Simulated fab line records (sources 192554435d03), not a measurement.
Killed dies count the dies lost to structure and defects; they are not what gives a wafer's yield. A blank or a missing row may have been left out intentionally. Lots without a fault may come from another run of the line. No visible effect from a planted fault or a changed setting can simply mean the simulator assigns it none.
Struck lot and sound lot, side by side | flow n5Finfet | 33 out of 1938 route steps
Sound: these wafers, L953.1, L953.4, L953.5. Struck: wafers L970.1, L970.3, L970.5. Last of all comes the cause.
For every step that has rows: the tool of each side, followed by ch and its chambers, followed by its first start. Under that, the readings that differ: sound wafers | struck wafers | difference of the means | sigmas: that difference in standard deviations of wafers without a fault.
alike: a reading whose means differ by less than 2 such deviations, as well as words and numbers matching on both sides. not compared: withheld readings; readings where some wafer has no value; bounds like >300 that might hide an equal value; numbers whose values overlap and for which the record gives no deviation.
Wherever a step has rows on one side only, a row that says differs or no value, or a row with sigmas, the two part there. When numbers do not overlap yet have no deviation, they are printed without sigmas and do not part them. Lack of a reading on every wafer of one side parts them only where that side has two or more wafers.

first, 1 step without rows for these wafers: N5_BEOL_M10_ECD_50 (material Cu, target thk 318 nm).
N5_BEOL_M10_ANNEAL_51: time 90 s.
  sound on rtpAnneal-02 ch 0, day 11 00:07; struck on rtpAnneal-02 ch 0, day 16 03:11
  alike: wafer_temp_C_max
then, 1 step without rows for these wafers: N5_BEOL_M10_CMP_52 (polishes, stops on SiCOH lowk, t overpolish 7 s, target thk 140 nm).
N5_BEOL_M10_THK_MEAS_53: measures by xrf.
  sound: filmMetro-01 at day 11 00:46; struck: filmMetro-01 at day 16 03:47
  alike: M10_THK
then, 1 step without rows for these wafers: N5_BEOL_M10_PRE_CLEAN_55 (time 15 s).
N5_BEOL_M10_DEP_56: deposits SiCN from 3MS/NH3, target thk 15 nm, time 26.5 s.
  sound on pecvd-03 ch 1, day 11 00:50; struck on pecvd-01 ch 0,1,2, day 16 03:50
  alike: chamberPressureTorr, rfFwdPowerW, showerheadPlenumPTorr, throttleValvePct
N5_BEOL_M10_RS_MEAS_57: the measuring method here is four-point-probe.
  sound: filmMetro-02 at day 11 00:55; struck: filmMetro-01 at day 16 03:55
  alike: M10_RS
N5_BEOL_M10_INSPECT_58: inspects for defects (darkfield).
  sound: defectInspect-02 at day 11 00:57; struck: defectInspect-02 at day 16 03:56
  alike: rawDefectCount
then, 1 step without rows for these wafers: N5_BEOL_M11_ILD_DEP_00 (deposits SiCOH lowk from DEMS/porogen, target thk 308.51 nm, time 58 s).
N5_BEOL_M11_CURE_71: cures SiCOH lowk, time 240 s.
  sound on uvCure-03 ch 2, day 11 01:04; struck on uvCure-03 ch 0, day 16 04:03
  alike: lampPowerPct, wafer_temp_C_max
N5_BEOL_M11_THK_MEAS_01:
  sound: filmMetro-02 at day 11 01:35; struck: filmMetro-02 at day 16 04:34
  alike: M11_ILD_THK
then, 1 step without rows for these wafers: N5_BEOL_M11_PECVD_70 (deposits SiO2 from TEOS/O2, target thk 20 nm, time 22.7 s).
N5_BEOL_M11_HM_DEP_02: deposits TiN, target thk 20 nm.
  sound: pvdSputter-01 at day 11 02:41; struck: pvdSputter-01 at day 16 06:21
  no value came back on the struck wafers for chamberPressurePa (Pa), substrateTempC (C), susceptorTempC (C), throttleValvePct (%); on the sound wafers chamberPressurePa (Pa) reads 0.4993 0.5007 0.5017
then, 8 steps without rows for these wafers: N5_BEOL_M11_COAT_59 (time 60 s, resist thk 100 nm); N5_BEOL_M11_COAT_60 (time 60 s, resist thk 30 nm); N5_BEOL_M11_COAT_05 (resist thk 90 nm); N5_BEOL_M11_EBR_07; N5_BEOL_M11_SOFTBAKE_06 (time 60 s); N5_BEOL_M11_EXPOSE_08 (exposes mask M11); N5_BEOL_M11_PEB_09 (peb time 60 s); N5_BEOL_M11_DEVELOP_10 (develop time 30 s).
N5_BEOL_M11_CD_MEAS_11: target cd 64.1 nm.
  sound on cdSem-01 ch 0, day 11 03:15; struck on cdSem-03 ch 0, day 16 06:43
  alike: cdNm
N5_BEOL_M11_OVL_MEAS_12:
  sound on overlay-01 ch 0, day 11 03:17; struck on overlay-01 ch 0, day 16 06:45
reading      | sound         | struck         | difference | sigmas
M11_OVL (nm) | 0.2 -0.1 -0.4 | -2.4 -1.7 -3.6 | -2.5       | -3
N5_BEOL_M11_INSPECT_13: inspects for defects (brightfield).
  sound: defectInspect-01 at day 11 03:18; struck: defectInspect-02 at day 16 06:46
  alike: rawDefectCount
N5_BEOL_M11_DESCUM_16: chemistry O2, time 7.9 s.
  sound on rieDiel-01 ch 0,1,2, day 11 03:20; struck on rieDiel-01 ch 0,1,3, day 16 07:08
  alike: drypumpMotorCurrentA, oesProductAu, rfVppV, showerheadPlenumPTorr, throttleValvePct
  not compared: rfHoursCounterH
then, 3 steps without rows for these wafers: N5_BEOL_M11_ETCH_61 (etches SiARC in CF4, target depth 39 nm, time 65 s); N5_BEOL_M11_ETCH_62 (etches SOC in N2/H2, target depth 110 nm, overetch 22 nm, time 165 s); N5_BEOL_M11_STRIP_68 (strips in N2/H2).
N5_BEOL_M11_STRIP_67: strips in CF4.
  sound on rieDiel-01 ch 0,1,2, day 11 03:34; struck on rieDiel-01 ch 0,1,3, day 16 07:22
  alike: drypumpMotorCurrentA, oesProductAu, rfVppV, showerheadPlenumPTorr, throttleValvePct
  not compared: rfHoursCounterH
N5_BEOL_M11_HM_OPEN_17: chemistry Cl2/BCl3, target TiN, target depth 20 nm, overetch 6 nm.
  sound on rieMetal-01 ch 0,1, day 11 03:37; struck on rieMetal-03 ch 0,1, day 16 07:24
reading                 | sound             | struck            | difference | sigmas
oesProductAu (a.u.)     | 0.57 0.68 0.69    | 0.26 0.30 0.25    | -0.38      | -4
throttleValvePct (%)    | 22.75 22.21 22.19 | 22.90 23.06 22.89 | +0.57      | +2
model.etch.depthNm (nm) | 20.01 19.88 20.62 | 0 0 0             | -20        | 
  alike: drypumpMotorCurrentA
  not compared: rfHoursCounterH
then, 1 step without rows for these wafers: N5_BEOL_M11_STRIP_19 (strips in O2).
N5_BEOL_M11_CD_MEAS_18: pitch 140 nm, target cd 70 nm.
  sound: cdSem-03 at day 11 04:04; struck: cdSem-03 at day 16 07:36
reading   | sound          | struck | difference                    | sigmas
cdNm (nm) | 70.3 70.0 69.5 | - - -  | no value on the struck wafers | 
then, 1 step without rows for these wafers: N5_BEOL_M11_COAT_63 (time 60 s, resist thk 100 nm).

WHERE THEY PART
Last at N5_BEOL_M11_CD_MEAS_18 as far as this record goes, first at N5_BEOL_M11_HM_DEP_02.

WHY: what had been put in by the simulator
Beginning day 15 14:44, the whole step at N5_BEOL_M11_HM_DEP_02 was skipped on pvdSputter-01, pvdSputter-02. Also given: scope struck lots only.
